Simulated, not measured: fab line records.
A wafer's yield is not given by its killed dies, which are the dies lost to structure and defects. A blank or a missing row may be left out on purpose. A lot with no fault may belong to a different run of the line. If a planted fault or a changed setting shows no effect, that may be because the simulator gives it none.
Chamber matching / flow nandHarc / 4 sister chambers for NHARC_A_CONTACT_ETCH_88 on rieDiel-04
The step etches the open film in CF4, target depth 39 nm, time 65 s. 20 wafers are shown with their chamber, then 10 later ones without.

WAFERS WITH THEIR CHAMBER
wafer=L075.2; chamber=3; drypumpMotorCurrentA (A)=6.2; showerheadPlenumPTorr (Torr)=1.78; rfVppV (V)=150.9
wafer=L075.3; chamber=1; drypumpMotorCurrentA (A)=5.1; showerheadPlenumPTorr (Torr)=1.75; rfVppV (V)=149.6
wafer=L075.4; chamber=0; drypumpMotorCurrentA (A)=6.8; showerheadPlenumPTorr (Torr)=1.64; rfVppV (V)=151.0
wafer=L079.2; chamber=1; drypumpMotorCurrentA (A)=5.1; showerheadPlenumPTorr (Torr)=1.75; rfVppV (V)=150.6
wafer=L079.3; chamber=3; drypumpMotorCurrentA (A)=6.2; showerheadPlenumPTorr (Torr)=1.78; rfVppV (V)=152.5
wafer=L079.5; chamber=1; drypumpMotorCurrentA (A)=5.1; showerheadPlenumPTorr (Torr)=1.75; rfVppV (V)=151.7
wafer=L080.1; chamber=1; drypumpMotorCurrentA (A)=5.1; showerheadPlenumPTorr (Torr)=1.75; rfVppV (V)=151.7
wafer=L080.2; chamber=0; drypumpMotorCurrentA (A)=6.8; showerheadPlenumPTorr (Torr)=1.91; rfVppV (V)=152.7
wafer=L080.5; chamber=1; drypumpMotorCurrentA (A)=5.2; showerheadPlenumPTorr (Torr)=1.75; rfVppV (V)=149.8
wafer=L082.1; chamber=0; drypumpMotorCurrentA (A)=6.8; showerheadPlenumPTorr (Torr)=1.91; rfVppV (V)=153.3
wafer=L082.4; chamber=2; drypumpMotorCurrentA (A)=5.7; showerheadPlenumPTorr (Torr)=1.84; rfVppV (V)=153.0
wafer=L082.6; chamber=2; drypumpMotorCurrentA (A)=5.7; showerheadPlenumPTorr (Torr)=1.84; rfVppV (V)=152.4
wafer=L086.2; chamber=0; drypumpMotorCurrentA (A)=6.8; showerheadPlenumPTorr (Torr)=1.90; rfVppV (V)=153.6
wafer=L086.4; chamber=2; drypumpMotorCurrentA (A)=5.7; showerheadPlenumPTorr (Torr)=1.83; rfVppV (V)=151.1
wafer=L086.5; chamber=2; drypumpMotorCurrentA (A)=5.7; showerheadPlenumPTorr (Torr)=1.83; rfVppV (V)=151.5
wafer=L087.2; chamber=1; drypumpMotorCurrentA (A)=5.1; showerheadPlenumPTorr (Torr)=1.75; rfVppV (V)=150.3
wafer=L087.3; chamber=0; drypumpMotorCurrentA (A)=6.8; showerheadPlenumPTorr (Torr)=1.90; rfVppV (V)=154.0
wafer=L087.4; chamber=2; drypumpMotorCurrentA (A)=5.7; showerheadPlenumPTorr (Torr)=1.83; rfVppV (V)=153.2
wafer=L089.1; chamber=2; drypumpMotorCurrentA (A)=5.7; showerheadPlenumPTorr (Torr)=1.83; rfVppV (V)=152.5
wafer=L089.3; chamber=0; drypumpMotorCurrentA (A)=6.8; showerheadPlenumPTorr (Torr)=1.90; rfVppV (V)=151.2

SIGNATURES (means of the wafers above)
reading=drypumpMotorCurrentA; chamber 0=6.800; chamber 1=5.117; chamber 2=5.700; chamber 3=6.200; scatter within a chamber=0.0228
reading=showerheadPlenumPTorr; chamber 0=1.8600; chamber 1=1.7500; chamber 2=1.8333; chamber 3=1.7800; scatter within a chamber=0.0604
reading=rfVppV; chamber 0=152.633; chamber 1=150.617; chamber 2=152.283; chamber 3=151.700; scatter within a chamber=1.03
Rule: distance of a wafer from a chamber = root of the sum over the readings of ((wafer's reading minus chamber's mean) / reading's scatter) squared. If the next closest chamber is less than 2 further off than the closest, the wafer can't be placed; otherwise it belongs to the closest. The scatter is the square root of a quotient: the sum, over the shown wafers, of each reading's squared deviation from its chamber's mean, divided by wafers minus chambers.

WAFERS WITHOUT THEIR CHAMBER
wafer=L089.4; drypumpMotorCurrentA (A)=5.2; showerheadPlenumPTorr (Torr)=1.74; rfVppV (V)=152.0
wafer=L090.4; drypumpMotorCurrentA (A)=6.2; showerheadPlenumPTorr (Torr)=1.78; rfVppV (V)=151.0
wafer=L090.5; drypumpMotorCurrentA (A)=5.7; showerheadPlenumPTorr (Torr)=1.83; rfVppV (V)=151.8
wafer=L090.6; drypumpMotorCurrentA (A)=6.8; showerheadPlenumPTorr (Torr)=1.90; rfVppV (V)=152.4
wafer=L092.2; drypumpMotorCurrentA (A)=6.8; showerheadPlenumPTorr (Torr)=1.90; rfVppV (V)=152.4
wafer=L092.4; drypumpMotorCurrentA (A)=6.8; showerheadPlenumPTorr (Torr)=1.90; rfVppV (V)=153.4
wafer=L092.6; drypumpMotorCurrentA (A)=5.7; showerheadPlenumPTorr (Torr)=1.83; rfVppV (V)=151.5
wafer=L096.1; drypumpMotorCurrentA (A)=5.7; showerheadPlenumPTorr (Torr)=1.83; rfVppV (V)=150.3
wafer=L096.5; drypumpMotorCurrentA (A)=5.2; showerheadPlenumPTorr (Torr)=1.74; rfVppV (V)=152.0
wafer=L096.6; drypumpMotorCurrentA (A)=5.7; showerheadPlenumPTorr (Torr)=1.83; rfVppV (V)=153.0

CHAMBER TAKEN BY EACH
wafer=L089.4; from the rows above=1; in truth=1
wafer=L090.4; from the rows above=3; in truth=3
wafer=L090.5; from the rows above=2; in truth=2
wafer=L090.6; from the rows above=0; in truth=0
wafer=L092.2; from the rows above=0; in truth=0
wafer=L092.4; from the rows above=0; in truth=0
wafer=L092.6; from the rows above=2; in truth=2
wafer=L096.1; from the rows above=2; in truth=2
wafer=L096.5; from the rows above=1; in truth=1
wafer=L096.6; from the rows above=2; in truth=2
Placed correctly: 10 of 10. Number that these rows cannot place: 0. Number placed wrongly: 0.
